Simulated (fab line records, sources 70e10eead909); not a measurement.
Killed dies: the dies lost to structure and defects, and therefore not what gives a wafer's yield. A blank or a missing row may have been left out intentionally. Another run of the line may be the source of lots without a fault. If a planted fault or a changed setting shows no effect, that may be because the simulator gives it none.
Chamber matching    flow nand harc    NHARC_A_CHANNEL_HOLE_D1_ETCH_44 on rie diel-02: 4 sister chambers
The step etches the open film in CF4/O2, target depth 140 nm, overetch 14 nm, time 77 s. 4 wafers are shown with their chamber, then 8 later ones without.

WAFERS PAIRED WITH THEIR CHAMBERS
wafer   chamber  o2 flow sccm (sccm)
L774.6  0        19.92
L775.1  3        19.98
L776.6  2        19.98
L782.1  1        19.98

WAFERS MISSING THEIR CHAMBER
wafer   o2 flow sccm (sccm)
L782.3  19.97
L782.6  20.07
L783.1  19.99
L783.4  20.07
L783.5  19.95
L785.2  20.05
L785.4  20.04
L785.5  19.96

WHICH CHAMBER EACH ONE RAN IN
wafer   from the rows above                in truth
L782.3  can't be placed: 1 or 2 or 3 or 0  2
L782.6  can't be placed: 1 or 2 or 3 or 0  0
L783.1  can't be placed: 1 or 2 or 3 or 0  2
L783.4  can't be placed: 1 or 2 or 3 or 0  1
L783.5  can't be placed: 0 or 1 or 2 or 3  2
L785.2  can't be placed: 1 or 2 or 3 or 0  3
L785.4  can't be placed: 1 or 2 or 3 or 0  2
L785.5  can't be placed: 1 or 2 or 3 or 0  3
0 of 8 placed correctly. Unplaceable from these rows: 8, with the true chamber sitting among the candidates in 8. Wrongly placed: 0.
How it was worked out, from the rows above alone: a wafer's distance from a chamber is the root of the sum, over the readings, of the square of ((its reading less the chamber's mean) divided by the reading's scatter). The wafer belongs to the nearest chamber; if the next one is less than 2 further off, it can't be placed. For every chamber, the mean is computed from those of its wafers that are shown. The scatter: with one shown wafer a chamber, the root of the mean of the squares of how far each hidden wafer lies from its nearest shown one.
